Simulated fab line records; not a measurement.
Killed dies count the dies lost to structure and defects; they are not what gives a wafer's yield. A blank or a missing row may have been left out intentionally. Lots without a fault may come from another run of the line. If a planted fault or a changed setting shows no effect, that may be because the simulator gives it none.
Split-lot experiment + flow n5 finfet + on a route of 1938 steps: 7 lots, 39 wafers read

## ABOUT THE SPLIT
At N5_ZERO_LAYER_DEVELOP_10 (develop time 60 s), the setting develop time s was moved away from the recipe's 60 s on 15 of the 39 wafers read, by -56.1% to +58.1%. For the rest of the wafers, this setting stayed at what the recipe calls for.

## FROM THE SPLIT TO THE READING: what the file shows between them, 1 step
- N5_ZERO_LAYER_HARDBAKE_23: time 120 s

## THE READING
Shown in nm: cd nm at N5_ZERO_LAYER_CD_MEAS_11, with target cd 2000 nm. Fault-free wafers of this fab line usually give 1999.9 nm, standard deviation 1.7 nm.

| wafer  | tool, chamber at the split | develop time s as run, s | against the recipe | cd nm, nm | against lot-mates on the recipe |
|--------|----------------------------|--------------------------|--------------------|-----------|---------------------------------|
| L077.1 | litho track-05, 0          | 60                       | recipe             | 2003.5    | -                               |
| L077.2 | litho track-05, 0          | 60                       | recipe             | 2002.8    | -                               |
| L077.3 | litho track-05, 0          | 60                       | recipe             | 2002.9    | -                               |
| L077.4 | litho track-05, 0          | 50.8                     | -15.3%             | 2000.4    | -2.7                            |
| L077.5 | litho track-05, 0          | 50.8                     | -15.3%             | 1998.6    | -4.5                            |
| L077.6 | litho track-05, 0          | 50.8                     | -15.3%             | 1998.7    | -4.4                            |
| L079.3 | litho track-03, 0          | 60                       | recipe             | 2000.6    | -                               |
| L079.4 | litho track-03, 0          | 60                       | recipe             | 1999.6    | -                               |
| L079.5 | litho track-03, 0          | 60                       | recipe             | 1999.1    | -                               |
| L083.1 | litho track-03, 0          | 60                       | recipe             | 2001.5    | -                               |
| L083.2 | litho track-03, 0          | 60                       | recipe             | 2000.8    | -                               |
| L083.3 | litho track-03, 0          | 60                       | recipe             | 2001.5    | -                               |
| L083.4 | litho track-03, 0          | 60                       | recipe             | 2001.3    | -                               |
| L083.5 | litho track-03, 0          | 60                       | recipe             | 1999.3    | -                               |
| L083.6 | litho track-03, 0          | 60                       | recipe             | 1999.6    | -                               |
| L084.1 | litho track-01, 0          | 70.06                    | +16.8%             | 2001.1    | +2.2                            |
| L084.2 | litho track-01, 0          | 60                       | recipe             | 1998.3    | -                               |
| L084.3 | litho track-01, 0          | 70.06                    | +16.8%             | 2001.2    | +2.3                            |
| L084.4 | litho track-01, 0          | 60                       | recipe             | 2000.1    | -                               |
| L084.5 | litho track-01, 0          | 70.06                    | +16.8%             | 2002.8    | +3.9                            |
| L084.6 | litho track-01, 0          | 60                       | recipe             | 1998.4    | -                               |
| L086.1 | litho track-05, 0          | 79.24                    | +32.1%             | 2009.2    | +7.4                            |
| L086.2 | litho track-05, 0          | 79.24                    | +32.1%             | 2009.0    | +7.2                            |
| L086.3 | litho track-05, 0          | 79.24                    | +32.1%             | 2008.3    | +6.5                            |
| L086.4 | litho track-05, 0          | 60                       | recipe             | 2002.0    | -                               |
| L086.5 | litho track-05, 0          | 60                       | recipe             | 2002.2    | -                               |
| L086.6 | litho track-05, 0          | 60                       | recipe             | 2001.3    | -                               |
| L092.1 | litho track-01, 0          | 94.88                    | +58.1%             | 2007.9    | +9.1                            |
| L092.2 | litho track-01, 0          | 94.88                    | +58.1%             | 2008.7    | +9.9                            |
| L092.3 | litho track-01, 0          | 60                       | recipe             | 1997.2    | -                               |
| L092.4 | litho track-01, 0          | 94.88                    | +58.1%             | 2009.2    | +10.4                           |
| L092.5 | litho track-01, 0          | 60                       | recipe             | 2000.5    | -                               |
| L092.6 | litho track-01, 0          | 60                       | recipe             | 1998.8    | -                               |
| L095.1 | litho track-01, 0          | 60                       | recipe             | 1999.5    | -                               |
| L095.2 | litho track-01, 0          | 26.33                    | -56.1%             | 1986.0    | -14.4                           |
| L095.3 | litho track-01, 0          | 60                       | recipe             | 2001.7    | -                               |
| L095.4 | litho track-01, 0          | 26.33                    | -56.1%             | 1984.0    | -16.4                           |
| L095.5 | litho track-01, 0          | 26.33                    | -56.1%             | 1983.8    | -16.6                           |
| L095.6 | litho track-01, 0          | 60                       | recipe             | 1999.9    | -                               |

FIT RESULTS
A straight line over all 39 wafers: cd nm changes by +0.209 nm for each +1% of develop time s; r = +0.92; the points scatter about the line by 2.3 nm.
The same after taking each lot's own level away (the mean of its wafers on the recipe; 39 wafers): +0.223 nm for each +1%; r = +0.97; scatter 1.4 nm.
According to that fit, moving develop time s by its largest amount changes the reading by 13 nm.
The span of the lots' own levels, 1998.83 to 2003.07 nm, comes to 2.5 times the standard deviation stated above.
So the lot-to-lot level changes the slope little: the two slopes agree.
Check: with one of the wafers moved furthest among these (+58.1%) left out of the fit, the line predicts +13 nm for it against its lot-mates. It came out at +9.07 nm against them.

## THE WHOLE CHAIN: every reading that the file lists as answering this split, in the file's order
| step                     | what it does             | reading                                                           | change (the file's fit)               | r (the file's) |
|--------------------------|--------------------------|-------------------------------------------------------------------|---------------------------------------|----------------|
| N5_ZERO_LAYER_CD_MEAS_11 | target cd 2000 nm        | cd nm                                                             | +0.22 nm for each +1% of the setting  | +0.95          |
| N5_ZERO_LAYER_DESCUM_16  | chemistry O2, time 7.9 s | ZERO_LAYER.cd nm (the simulator's own value, which no gauge read) | +0.221 nm for each +1% of the setting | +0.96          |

## THE FILE'S OWN FIT
cd nm changes by +0.22 nm for each +1% of develop time s, r = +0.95.
